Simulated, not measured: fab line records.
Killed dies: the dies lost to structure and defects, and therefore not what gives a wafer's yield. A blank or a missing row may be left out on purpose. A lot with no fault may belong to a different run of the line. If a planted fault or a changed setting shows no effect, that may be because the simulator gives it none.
fab line records	flow nandHarc	part 1 of 2: steps 1 to 19 of 34
record: lots: 5	wafers: 15	lastDay: 24
route steps=1159 shown A_STAIRCASE@687
lots that met no fault: taken from a fault-free run of the same line
startH: hours from the record's first day to the start of the lot's first wafer shown	waitH: how many hours have passed since the lot's step before this one	" unchanged from the row above	L1.1+2: several wafers, shown together as one row	- no value, or no start was given	* or withheld: withheld	< > ~ a bound
route shown NAME@n: a module of which the file shows steps, and the number in the route of the first	usual: average and standard deviation across the fault-free wafers	same: alike in all rows	chamber/n: place in a boat	sites: the reading at each site	_std_site: the standard deviation of these	_edge_site: the outer-site mean with the inner-site mean subtracted	radiusMm: for every site, how far away it sits from the centre of the wafer	mask NAME#n: copy n	behind: the tool/chamber that last shaped the wafer	hold: what put the lot on hold/how long, in hours/how the hold closed	device: transistor that didn't switch, given as n, p or np	end of line: the route-end tests of the same wafers	a step given without rows: its recipe and nothing more	killed: count of dies lost to structure and defects at first sort (not the wafer's yield)	map: a wafer's dies, x killed, . not, _ none there
set.NAME: the run value of the setting; set.NAME@STEP: its run value at that earlier step	model.NAME: the simulator's own value behind a step, which no gauge read
lots seen at some steps along the route; tables by step, rows by wafer
services: when a tool's chamber went out of use (startH, in hours from the record's first day, below 0 if earlier), for how many hours, and the reason
== steps ==
step: NHARC_A_STAIRCASE_DESCUM_312
recipe: timeS: 3	o2FlowSccm: 200	arFlowSccm: 0	biasPowerW: 0	chemistry: O2
usual: drypumpMotorCurrentA: 5.8/0.35	oesProductAu: 0.999/0.0087	rfVppV: 58.0/0.89	showerheadPlenumPTorr: 1.94/0.096	throttleValvePct: 11.312/0.0088
lot.wafer	tool	chamber	startH	waitH	drypumpMotorCurrentA	oesProductAu	rfHoursCounterH	rfVppV	showerheadPlenumPTorr	throttleValvePct
L074.4	rieDiel-12	0	272.20	-	5.8	0.990	20	58.1	2.07	11.298
L074.1	"	2	"	"	5.8	0.993	20	56.9	1.94	11.320
L074.6	"	0	"	"	5.8	0.999	-	59.6	2.07	11.306
L088.3	rieDiel-12	2	337.03	-	5.8	1.000	45	57.8	1.93	11.318
L088.1	"	0	"	"	5.8	0.987	46	58.7	2.06	11.310
L088.2	"	1	"	"	5.9	1.004	44	58.9	2.04	11.298
L087.1	rieDiel-12	3	340.56	-	5.5	0.999	48	58.7	1.99	11.300
L087.4	"	0	"	"	5.8	0.994	-	57.8	2.06	11.302
L087.6	"	1	"	"	5.9	0.997	-	59.4	2.04	11.316
L094.4	rieDiel-02	3	372.66	-	6.4	1.007	17	59.3	1.78	11.322
L094.1	"	0	"	"	5.7	1.004	15	57.5	1.79	11.290
L094.5	"	0	"	"	5.7	1.009	-	56.1	1.79	11.309
L092.3	rieDiel-12	0	375.14	-	5.7	0.987	61	58.2	2.06	11.319
L092.5	"	3	"	"	5.5	1.001	-	58.9	1.99	11.296
L092.6	"	0	"	"	5.7	0.996	-	58.8	2.06	11.303
step: NHARC_A_STAIRCASE_ETCH_313
recipe: cf4FlowSccm: 100	chf3FlowSccm: 30	arFlowSccm: 0	rfW: 500	biasW: 200	chemistry: CF4/CHF3
usual: drypumpMotorCurrentA: 5.8/0.32	oesProductAu: 0.930/0.015	rfFwdPowerW: 496.2/1.7	rfVppV: 371.2/2.7	showerheadPlenumPTorr: 1.59/0.075	throttleValvePct: 16.802/0.0089
lot.wafer	tool	chamber	startH	waitH	drypumpMotorCurrentA	oesProductAu	rfFwdPowerW	rfHoursCounterH	rfVppV	showerheadPlenumPTorr	throttleValvePct
L074.4	rieDiel-12	2	272.29	0.1	5.8	0.928	496.6	20	370.2	1.59	16.805
L074.1	"	3	"	"	5.5	0.928	496.6	21	372.8	1.64	16.779
L074.6	"	0	"	"	5.8	0.918	496.2	-	373.6	1.70	16.801
L088.2	rieDiel-12	1	337.17	0.1	5.9	0.927	494.5	44	374.1	1.67	16.803
L088.1	"	3	"	"	5.5	0.926	494.4	47	371.9	1.63	16.799
L088.3	"	0	"	"	5.7	0.923	498.9	46	375.8	1.69	16.790
L087.1	rieDiel-12	1	340.67	0.1	5.9	0.926	492.4	47	374.7	1.67	16.803
L087.6	"	0	"	"	5.8	0.915	497.4	-	375.0	1.69	16.791
L087.4	"	1	"	"	5.9	0.920	495.0	-	373.8	1.67	16.799
L094.1	rieDiel-02	0	372.74	0.1	5.6	0.941	496.3	15	367.0	1.48	16.808
L094.4	"	2	"	"	5.3	0.916	494.8	16	367.7	1.54	16.809
L094.5	"	0	"	"	5.7	0.934	496.4	-	368.2	1.48	16.814
L092.3	rieDiel-12	1	375.23	0.1	5.9	0.920	496.6	59	374.1	1.67	16.785
L092.6	"	0	"	"	5.8	0.912	496.2	-	376.0	1.68	16.817
L092.5	"	1	"	"	5.9	0.927	495.0	-	372.2	1.67	16.785
step: NHARC_A_STAIRCASE_HM_OPEN_463
recipe: o2FlowSccm: 400	cosFlowSccm: 20	arFlowSccm: 0	rfW: 500	biasW: 300	chemistry: O2/COS
usual: drypumpMotorCurrentA: 5.9/0.34	oesProductAu: 0.997/0.0083	rfFwdPowerW: 498.8/1.6	rfVppV: 468/3.4	showerheadPlenumPTorr: 3.16/0.15	throttleValvePct: 28.330/0.0089
lot.wafer	tool	chamber	startH	waitH	drypumpMotorCurrentA	oesProductAu	rfFwdPowerW	rfHoursCounterH	rfVppV	showerheadPlenumPTorr	throttleValvePct
L074.1	rieDiel-12	3	-	-	5.5	0.992	499.3	21	470	3.25	28.330
L074.4	"	0	"	"	5.8	0.982	495.9	20	472	3.36	28.338
L074.6	"	2	"	"	5.8	0.991	495.5	-	468	3.16	28.341
L088.3	rieDiel-12	3	-	-	5.5	1.006	500.9	47	470	3.24	28.324
L088.1	"	0	"	"	5.8	0.984	500.5	46	470	3.35	28.330
L088.2	"	1	"	"	5.9	0.997	495.5	44	470	3.32	28.334
L087.1	rieDiel-12	3	-	-	5.5	1.008	497.6	48	470	3.24	28.333
L087.4	"	3	"	"	5.5	0.996	498.5	-	470	3.24	28.329
L087.6	"	0	"	"	5.7	0.990	498.0	-	471	3.35	28.316
L094.1	rieDiel-02	1	-	-	6.3	1.000	499.0	12	461	2.92	28.327
L094.4	"	2	"	"	5.3	0.989	500.3	16	465	3.06	28.324
L094.5	"	1	"	"	6.3	0.995	498.8	-	462	2.92	28.334
L092.3	rieDiel-12	3	-	-	5.5	0.988	500.9	60	469	3.23	28.346
L092.6	"	0	"	"	5.8	0.991	500.3	-	472	3.34	28.327
L092.5	"	1	"	"	5.9	0.983	499.9	-	472	3.31	28.330
step: NHARC_A_STAIRCASE_STRIP_464
recipe: o2FlowSccm: 400	cosFlowSccm: 20	arFlowSccm: 0	biasW: 0	chemistry: O2/COS
lot.wafer	tool	chamber	startH	waitH
L074.4+1+6	rieDiel-12	1,2,1	-	-
L088.2+3+1	rieDiel-12	1,2,3	-	-
L087.1+4+6	rieDiel-12	3,1,0	-	-
L094.1+4+5	rieDiel-02	2,3,3	-	-
L092.3+6+5	rieDiel-12	1,0,1	-	-
step: NHARC_A_STAIRCASE_ETCH_453
recipe: targetDepthA: 300	overetchA: 30	timeS: 16.5	ionEnergyEv: 100	cf4FlowSccm: 80	o2FlowSccm: 20	arFlowSccm: 0	rfW: 300	biasW: 100	chemistry: CF4/O2
usual: drypumpMotorCurrentA: 5.9/0.34	oes_o_777_au: 1.001/0.0046	oesProductAu: 0.998/0.0076	rfFwdPowerW: 293.2/1.6	rfVppV: 198.1/1.5	showerheadPlenumPTorr: 1.35/0.066	throttleValvePct: 13.397/0.0086
lot.wafer	tool	chamber	startH	waitH	drypumpMotorCurrentA	oes_o_777_au	oesProductAu	rfFwdPowerW	rfHoursCounterH	rfVppV	showerheadPlenumPTorr	throttleValvePct
L074.1	rieDiel-12	2	-	-	5.8	0.990	0.992	292.0	20	197.7	1.35	13.382
L074.4	"	3	"	"	5.5	0.992	0.985	292.1	21	198.3	1.39	13.392
L074.6	"	3	"	"	5.5	1.009	0.989	292.1	-	198.1	1.39	13.405
L088.2	rieDiel-12	1	-	-	5.9	1.002	0.992	294.1	45	201.6	1.42	13.391
L088.3	"	2	"	"	5.8	0.995	0.994	294.1	45	199.0	1.35	13.384
L088.1	"	3	"	"	5.5	1.003	0.996	292.7	47	198.3	1.39	13.406
L087.1	rieDiel-12	1	-	-	5.9	0.993	0.993	291.9	47	199.3	1.42	13.394
L087.4	"	0	"	"	5.8	0.998	0.995	295.0	-	199.6	1.43	13.397
L087.6	"	1	"	"	5.9	1.001	1.011	291.3	-	197.7	1.42	13.390
L094.1	rieDiel-02	0	-	-	5.7	0.998	1.001	292.0	15	195.6	1.25	13.385
L094.4	"	2	"	"	5.3	1.001	0.986	292.5	16	197.0	1.31	13.398
L094.5	"	0	"	"	5.7	1.005	1.008	292.8	-	196.0	1.25	13.408
L092.3	rieDiel-12	0	-	-	5.7	1.004	0.990	293.2	61	199.9	1.43	13.403
L092.6	"	2	"	"	5.8	0.996	0.995	293.3	-	197.1	1.34	13.405
L092.5	"	3	"	"	5.5	1.005	1.003	294.0	-	199.1	1.38	13.409
step: NHARC_A_STAIRCASE_ETCH_315
recipe: targetDepthA: 25000	timeS: 607.1	ionEnergyEv: 800	c4f8FlowSccm: 80	o2FlowSccm: 60	arFlowSccm: withheld	rfW: 600	biasW: 3000	chemistry: C4F8/O2/Ar
usual: oesProductAu: 0.930/0.0091	rfFwdPowerW: 599.2/1.9	rfVppV: 1830/13
lot.wafer	tool	chamber	startH	waitH	oesProductAu	rfFwdPowerW	rfHoursCounterH	rfVppV
L074.1	rieDiel-12	2	-	-	0.929	596.4	21	1830
L074.4	"	3	"	"	0.925	601.6	21	1836
L074.6	"	1	"	"	0.929	597.7	-	1843
L088.2	rieDiel-12	1	-	-	0.936	597.8	45	1843
L088.1	"	2	"	"	0.928	598.2	46	1829
L088.3	"	0	"	"	0.921	600.3	47	1845
L087.1	rieDiel-12	1	-	-	0.933	597.8	47	1842
L087.6	"	3	"	"	0.931	597.2	-	1838
L087.4	"	0	"	"	0.920	598.1	-	1845
L094.4	rieDiel-02	1	-	-	0.933	597.6	12	1810
L094.1	"	2	"	"	0.916	601.6	16	1821
L094.5	"	1	"	"	0.952	598.1	-	1808
L092.3	rieDiel-12	2	-	-	0.925	598.0	50	1829
L092.5	"	3	"	"	0.943	597.9	-	1836
L092.6	"	0	"	"	0.933	599.1	-	1844
step: NHARC_A_STAIRCASE_STRIP_316
recipe: o2FlowSccm: 500	arFlowSccm: 0	biasW: 0	chemistry: O2
usual: drypumpMotorCurrentA: 5.9/0.35	oesProductAu: 0.999/0.0075	rfVppV: 57.9/0.98	showerheadPlenumPTorr: 3.57/0.17	throttleValvePct: 17.036/0.0089
lot.wafer	tool	chamber	startH	waitH	drypumpMotorCurrentA	oesProductAu	rfHoursCounterH	rfVppV	showerheadPlenumPTorr	throttleValvePct
L074.1	rieDiel-12	0	-	-	5.8	0.987	20	59.9	3.80	17.050
L074.4	"	3	"	"	5.5	0.995	21	58.0	3.67	17.026
L074.6	"	1	"	"	5.9	0.988	-	58.6	3.76	17.038
L088.1	rieDiel-12	2	-	-	5.8	0.988	46	58.7	3.55	17.030
L088.2	"	3	"	"	5.5	1.004	47	56.5	3.66	17.036
L088.3	"	0	"	"	5.7	0.993	47	59.6	3.78	17.021
L087.1	rieDiel-12	0	-	-	5.8	0.995	50	58.8	3.78	17.049
L087.6	"	1	"	"	5.9	0.998	-	57.4	3.75	17.034
L087.4	"	3	"	"	5.5	1.005	-	58.3	3.66	17.043
L094.4	rieDiel-02	0	-	-	5.7	1.002	16	57.2	3.31	17.027
L094.1	"	2	"	"	5.3	1.000	16	57.5	3.46	17.035
L094.5	"	0	"	"	5.7	1.004	-	56.7	3.31	17.027
L092.3	rieDiel-12	0	-	-	5.8	0.994	61	59.2	3.77	17.030
L092.6	"	0	"	"	5.7	0.995	-	58.1	3.77	17.037
L092.5	"	1	"	"	5.9	0.996	-	58.7	3.74	17.014
step: NHARC_A_STAIRCASE_STRIP_317
recipe: timeS: 900	tempC: 130	chemistry: SPM
lot.wafer	tool	chamber	startH	waitH
L074.6+4+1	wetBench-04	4,5,6	273.55	-
L088.2+3+1	wetBench-07	6,1,2	338.51	-
L087.1+4+6	wetBench-02	1,3,4	342.53	-
L094.1+4+5	wetBench-04	6,0,3	374.02	-
L092.6+5+3	wetBench-02	4,5,0	376.53	-
step: NHARC_A_STAIRCASE_PRECLEAN_318
recipe: timeS: *	tempC: 50	bathAgeMin: 0	chemistry: SC1
usual: nh4ohFlowMLMin: 28.30/0.092
lot.wafer	tool	chamber	startH	waitH	nh4ohFlowMLMin
L074.6	wetBench-04	4	-	-	28.17
L074.4	"	5	"	"	28.19
L074.1	"	6	"	"	28.33
L088.2	wetBench-07	6	-	-	28.36
L088.3	"	1	"	"	28.18
L088.1	"	2	"	"	28.23
L087.1	wetBench-02	1	-	-	28.26
L087.4	"	3	"	"	28.27
L087.6	"	4	"	"	28.40
L094.1	wetBench-04	6	-	-	28.19
L094.4	"	0	"	"	28.31
L094.5	"	3	"	"	28.16
L092.6	wetBench-02	4	-	-	28.39
L092.5	"	5	"	"	28.12
L092.3	"	0	"	"	28.30
step: NHARC_A_STAIRCASE_SRD_329
lot.wafer	tool	chamber	startH	waitH
L074.6+4+1	wetBench-04	4,5,6	-	-
L088.2+3+1	wetBench-07	6,1,2	-	-
L087.1+4+6	wetBench-02	1,3,4	-	-
L094.1+4+5	wetBench-04	6,0,3	-	-
L092.6+5+3	wetBench-02	4,5,0	-	-
step: NHARC_A_STAIRCASE_ALD_415
recipe: targetThkA: 300	pulseTimeS: 6	aldCycles: 300	tempC: 300	material: SiO2
usual: heaterPowerW: 478/33	precursorPulseHeightRel: 1.001/0.019
lot.wafer	tool	chamber	startH	waitH	heaterPowerW	precursorPulseHeightRel
L074.4	aldHk-04	1	274.05	0.1	386	1.014
L074.1	"	0	"	"	463	1.007
L074.6	"	2	"	"	495	0.944
L088.2	aldHk-01	2	339.26	0.3	496	0.998
L088.1	"	3	"	"	445	1.011
L088.3	"	0	"	"	478	0.996
L087.1	aldHk-01	1	343.07	0.1	504	0.997
L087.4	"	0	"	"	482	0.998
L087.6	"	2	"	"	507	1.018
L094.1	aldHk-01	1	374.55	0.1	513	0.995
L094.4	"	0	"	"	484	0.997
L094.5	"	1	"	"	505	1.005
L092.3	aldHk-03	1	377.27	0.3	469	1.012
L092.5	"	0	"	"	492	0.999
L092.6	"	1	"	"	460	0.987
step: NHARC_A_STAIRCASE_ETCHBACK_416
recipe: targetDepthA: 360	timeS: 7.2	c4f8FlowSccm: withheld	o2FlowSccm: 8	arFlowSccm: withheld	rfW: 600	biasW: 800	chemistry: C4F8/O2/Ar
usual: oesProductAu: 0.925/0.012	rfFwdPowerW: 586.0/2.3	rfVppV: 724/4.8
lot.wafer	tool	chamber	startH	waitH	oesProductAu	rfFwdPowerW	rfHoursCounterH	rfVppV
L074.1	rieDiel-12	3	-	-	0.926	584.1	22	727
L074.4	"	1	"	"	0.931	586.5	21	730
L074.6	"	3	"	"	0.926	585.2	-	726
L088.1	rieDiel-12	0	-	-	0.918	587.2	49	729
L088.2	"	1	"	"	0.924	585.2	47	729
L088.3	"	3	"	"	0.923	584.3	48	728
L087.1	rieDiel-12	3	-	-	0.912	586.0	51	726
L087.4	"	0	"	"	0.921	584.8	-	730
L087.6	"	1	"	"	0.923	586.0	-	730
L094.4	rieDiel-02	2	-	-	0.910	586.4	16	722
L094.1	"	3	"	"	0.934	585.6	17	717
L094.5	"	3	"	"	0.916	582.6	-	716
L092.3	rieDiel-02	2	-	-	0.912	587.2	17	723
L092.5	"	3	"	"	0.925	585.2	-	716
L092.6	"	0	"	"	0.932	584.5	-	718
step: NHARC_A_STAIRCASE_STRIP_476
recipe: timeS: 20	o2FlowSccm: 500	arFlowSccm: 0	biasW: 0	chemistry: O2
usual: drypumpMotorCurrentA: 5.9/0.35	oesProductAu: 0.997/0.0079	rfVppV: 57.8/0.9	showerheadPlenumPTorr: 3.56/0.16	throttleValvePct: 17.035/0.0099
lot.wafer	tool	chamber	startH	waitH	drypumpMotorCurrentA	oesProductAu	rfHoursCounterH	rfVppV	showerheadPlenumPTorr	throttleValvePct
L074.1	rieDiel-12	2	276.22	0.1	5.8	1.002	21	59.4	3.57	17.037
L074.4	"	1	"	"	5.9	0.990	21	58.5	3.76	17.041
L074.6	"	2	"	"	5.8	1.001	-	57.6	3.57	17.025
L088.3	rieDiel-12	1	341.38	0.2	5.9	0.998	47	58.8	3.75	17.032
L088.2	"	3	"	"	5.5	0.987	48	58.9	3.66	17.064
L088.1	"	0	"	"	5.8	0.989	49	57.9	3.78	17.041
L087.1	rieDiel-12	3	345.30	0.1	5.5	0.997	51	57.9	3.66	17.024
L087.4	"	1	"	"	5.9	0.993	-	58.5	3.75	17.046
L087.6	"	3	"	"	5.5	1.005	-	57.9	3.66	17.041
L094.1	rieDiel-02	1	376.73	0.1	6.3	0.987	13	56.9	3.30	17.030
L094.4	"	3	"	"	6.4	1.006	17	59.0	3.30	17.030
L094.5	"	0	"	"	5.7	1.004	-	57.3	3.31	17.036
L092.3	rieDiel-02	1	379.25	0.1	6.3	1.004	14	58.1	3.30	17.043
L092.5	"	2	"	"	5.3	0.988	-	56.6	3.46	17.041
L092.6	"	3	"	"	6.4	1.005	-	57.5	3.30	17.031
step: NHARC_A_STAIRCASE_DEP_417
recipe: targetThkA: 600	stepCoveragePct: 20	tempC: 400	targetThkNm: 60	flowSccm: 200	rfW: 450	material: Si3N4
usual: heaterPowerW: 708/100	rfFwdPowerW: 448.8/1.3
lot.wafer	tool	chamber	startH	waitH	heaterPowerW	rfFwdPowerW
L074.1	pecvd-02	0	276.39	-	788	447.3
L074.6	"	2	"	"	759	450.9
L074.4	"	0	"	"	775	449.3
L088.1	pecvd-04	0	341.56	-	556	451.5
L088.3	"	1	"	"	724	447.2
L088.2	"	2	"	"	804	447.9
L087.1	pecvd-04	2	345.45	-	758	450.0
L087.6	"	2	"	"	754	448.8
L087.4	"	0	"	"	560	449.4
L094.1	pecvd-02	1	376.83	-	856	450.5
L094.5	"	1	"	"	865	449.2
L094.4	"	2	"	"	796	449.5
L092.3	pecvd-01	0	379.38	-	726	450.0
L092.6	"	0	"	"	717	449.8
L092.5	"	1	"	"	618	448.1
step: NHARC_A_STAIRCASE_WET_418
recipe: tempC: 160	targetDepthA: 200	chemistry: H3PO4
lot.wafer	tool	chamber	startH	waitH
L074.1+4+6	wetH3po4-01	1	280.00	-
L088.1+2+3	wetH3po4-01	1	344.62	-
L087.1+4+6	wetH3po4-01	1	353.05	-
L094.1+4+5	wetH3po4-01	1	377.88	-
L092.3+5+6	wetH3po4-01	1	384.88	-
step: NHARC_A_STAIRCASE_PRECLEAN_419
recipe: timeS: *	tempC: 50	bathAgeMin: 0	chemistry: SC1
usual: nh4ohFlowMLMin: 28.31/0.1
lot.wafer	tool	chamber	startH	waitH	nh4ohFlowMLMin
L074.6	wetBench-07	0	280.58	0.0	28.22
L074.4	"	1	"	"	28.35
L074.1	"	2	"	"	28.14
L088.1	wetBench-02	1	345.21	0.0	28.40
L088.3	"	2	"	"	28.28
L088.2	"	3	"	"	28.39
L087.6	wetBench-07	1	353.62	0.0	28.19
L087.1	"	3	"	"	28.19
L087.4	"	5	"	"	28.49
L094.1	wetBench-02	3	378.44	0.0	28.33
L094.5	"	6	"	"	28.45
L094.4	"	7	"	"	28.36
L092.3	wetBench-04	3	385.45	0.0	28.42
L092.5	"	6	"	"	28.41
L092.6	"	0	"	"	28.23
step: NHARC_A_STAIRCASE_SRD_421
lot.wafer	tool	chamber	startH	waitH
L074.6+4+1	wetBench-07	0,1,2	-	-
L088.1+3+2	wetBench-02	1,2,3	-	-
L087.6+1+4	wetBench-07	1,3,5	-	-
L094.1+5+4	wetBench-02	3,6,7	-	-
L092.3+5+6	wetBench-04	3,6,0	-	-
step: NHARC_A_STAIRCASE_ALD_420
recipe: targetThkA: 200	pulseTimeS: 6	aldCycles: 200	tempC: 300	material: SiO2
usual: heaterPowerW: 482/31	precursorPulseHeightRel: 0.999/0.022
lot.wafer	tool	chamber	startH	waitH	heaterPowerW	precursorPulseHeightRel
L074.4	aldHk-03	0	282.99	-	469	0.988
L074.1	"	2	"	"	515	1.050
L074.6	"	0	"	"	470	1.000
L088.1	aldHk-03	1	345.49	-	460	0.967
L088.2	"	2	"	"	500	1.010
L088.3	"	3	"	"	511	1.017
L087.4	aldHk-01	1	353.77	-	513	1.028
L087.1	"	3	"	"	455	0.978
L087.6	"	2	"	"	507	0.994
L094.4	aldHk-03	3	378.58	-	499	1.008
L094.1	"	0	"	"	489	0.975
L094.5	"	3	"	"	511	0.968
L092.3	aldHk-01	1	385.61	-	525	0.969
L092.5	"	1	"	"	514	1.007
L092.6	"	2	"	"	505	0.973
step: NHARC_A_STAIRCASE_CVD_552
recipe: targetThkA: 400	tempC: 700	pressureMtorr: 300	material: SiNx
usual: zonePowerCentrePct: 11.2/0.45
lot.wafer	tool	chamber	startH	waitH	zonePowerCentrePct
L074.1	lpcvd-02	0	-	-	10.9
L074.4	"	0	"	"	11.0
L074.6	"	0	"	"	10.9
L088.1	lpcvd-02	1	-	-	12.0
L088.2	"	1	"	"	12.2
L088.3	"	1	"	"	12.2
L087.1	lpcvd-02	0	-	-	11.0
L087.4	"	0	"	"	10.9
L087.6	"	0	"	"	11.0
L094.1	lpcvd-01	0	-	-	11.1
L094.4	"	0	"	"	11.1
L094.5	"	0	"	"	11.0
L092.3	lpcvd-01	0	-	-	11.0
L092.5	"	0	"	"	10.9
L092.6	"	0	"	"	10.8
